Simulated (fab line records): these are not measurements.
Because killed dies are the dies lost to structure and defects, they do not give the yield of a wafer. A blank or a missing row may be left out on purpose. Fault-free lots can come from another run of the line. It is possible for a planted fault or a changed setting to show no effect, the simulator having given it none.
The tool behind it: which one? -- flow n5_finfet -- 10 lots, 30 wafers sampled, at 2 steps of a route of 1938

WHAT THE GAUGES READ, wafer by wafer
N5_BEOL_M4_RC_MEAS_101. Usual: DIBL_N 36.2 mV/V, standard deviation 1.6; DIBL_P 36.1 mV/V, standard deviation 2; IOFF_N 0.16 nA/um, standard deviation 0.032; IOFF_P 0.22 nA/um, standard deviation 0.036; ION_N 672 uA/um, standard deviation 11; ION_P 463 uA/um, standard deviation 7.5; SS_N 71.4 mV/dec, standard deviation 0.58; SS_P 73.2 mV/dec, standard deviation 0.67; VT_N 250 mV, standard deviation 3.3; VT_P -250 mV, standard deviation 3.3.
lot,measured,on,DIBL_N (mV/V),DIBL_P (mV/V),IOFF_N (nA/um),IOFF_P (nA/um),ION_N (uA/um),ION_P (uA/um),SS_N (mV/dec),SS_P (mV/dec),VT_N (mV),VT_P (mV),flag
L546,day 8 04:59,prober-02,36.6 37.2 34.5,37.3 38.7 35.6,0.13 0.17 0.12,0.17 0.19 0.15,652 679 660,446 456 444,71.1 72.3 70.7,72.5 74.0 72.3,254 247 255,-257 -251 -256,
L550,day 9 05:44,prober-01,38.3 35.9 36.2,35.2 32.5 33.4,0.17 0.13 0.13,0.21 0.18 0.19,679 662 671,465 458 460,71.6 71.3 71.5,73.2 71.8 72.3,248 248 251,-249 -251 -250,
L552,day 10 01:50,prober-02,36.2 35.3 37.4,36.8 34.3 39.0,0.15 0.12 0.18,0.20 0.17 0.23,654 665 671,455 461 458,72.1 71.8 71.7,73.0 72.3 74.2,252 255 248,-251 -253 -250,
L554,day 10 04:14,prober-01,37.7 35.6 35.2,38.2 36.0 35.4,0.22 0.17 0.16,0.30 0.24 0.24,675 685 667,464 471 466,71.6 71.0 70.4,74.1 73.0 73.9,245 245 250,-245 -248 -245,
L556,day 10 18:22,prober-02,36.8 36.4 34.8,37.0 36.5 35.0,0.18 0.18 0.15,0.23 0.22 0.21,673 676 676,461 470 465,71.7 71.3 71.6,73.3 73.8 73.7,248 249 248,-250 -251 -248,
L559,day 11 13:42,prober-02,37.5 39.5 37.5,39.2 41.9 39.3,0.22 0.26 0.20,0.26 0.31 0.25,680 693 690,463 475 472,71.8 73.1 71.6,74.1 74.5 74.0,243 243 245,-250 -246 -250,
L563,day 12 09:08,prober-02,34.6 35.1 36.8,34.6 35.6 38.2,0.12 0.13 0.15,0.18 0.19 0.23,661 667 679,458 461 470,71.6 71.1 72.1,72.5 72.6 73.9,254 254 251,-253 -250 -250,
L562,day 12 12:28,prober-02,34.2 33.3 36.3,33.8 32.6 36.6,0.13 0.13 0.17,0.18 0.17 0.23,647 657 665,455 459 457,70.6 70.6 72.2,72.7 72.4 73.4,253 251 248,-253 -251 -250,
L560,day 12 14:43,prober-01,34.1 35.1 34.9,34.8 36.3 35.6,0.13 0.14 0.13,0.16 0.18 0.17,669 668 656,455 459 444,71.1 70.8 70.9,72.4 72.5 73.1,252 252 254,-256 -256 -255,
L569,day 15 03:51,prober-02,38.7 36.5 34.7,39.5 37.2 35.7,0.20 0.16 0.13,0.25 0.22 0.20,694 679 661,469 470 465,72.4 72.2 71.4,73.6 73.4 72.2,244 250 252,-246 -247 -252,

N5_BEOL_M9_CD_MEAS_35: target cd 70 nm, target cd y 40 nm. Usual: cd_nm 69.5 nm, standard deviation 0.67.
lot,measured,on,cd_nm (nm),flag
L546,day 10 01:09,cd_sem-01,70.3 68.6 69.8,
L550,day 11 02:08,cd_sem-02,70.3 69.1 69.3,
L552,day 12 02:49,cd_sem-01,70.2 68.8 69.9,
L554,day 12 04:31,cd_sem-01,69.7 69.6 70.3,
L556,day 12 22:05,cd_sem-03,69.8 69.6 70.2,
L559,day 13 12:46,cd_sem-03,70.0 68.6 69.4,
L563,day 14 04:46,cd_sem-03,69.0 69.0 70.1,
L562,day 14 05:04,cd_sem-03,68.4 69.9 69.7,
L560,day 14 12:43,cd_sem-03,70.1 69.9 69.5,
L569,day 17 01:35,cd_sem-02,68.5 69.3 69.1,

EACH LOT AND THE TOOL THAT RAN IT (in order: tool; ch and the chambers of the sampled wafers; start)
The record shows no process step preceding these readings.

WHAT THE TOOLS THEMSELVES READ (means of the sampled wafers that have a number; where no wafer has one, the mark that the record gives instead)
The record holds no such reading with a usual standard deviation.

THE ANSWER, worked out from the rows above alone
Rule: a lot counts as off when the mean over its wafers that have a number is more than 3 standard deviations away from the usual mean. Also off: a lot with no number at a reading for which 4 or more lots have one. Any other lot the step has rows for is counted as sound. After the gauges, taken in route order, come the tools' own readings; for these a lot's mean is taken, as printed above. At the first step where some lot is off, the reading lying furthest off is the one used; lots without a number count as furthest.
No lot is off on any of the readings shown, so nothing can be concluded from this.

WHAT THE SIMULATOR HAD INSERTED
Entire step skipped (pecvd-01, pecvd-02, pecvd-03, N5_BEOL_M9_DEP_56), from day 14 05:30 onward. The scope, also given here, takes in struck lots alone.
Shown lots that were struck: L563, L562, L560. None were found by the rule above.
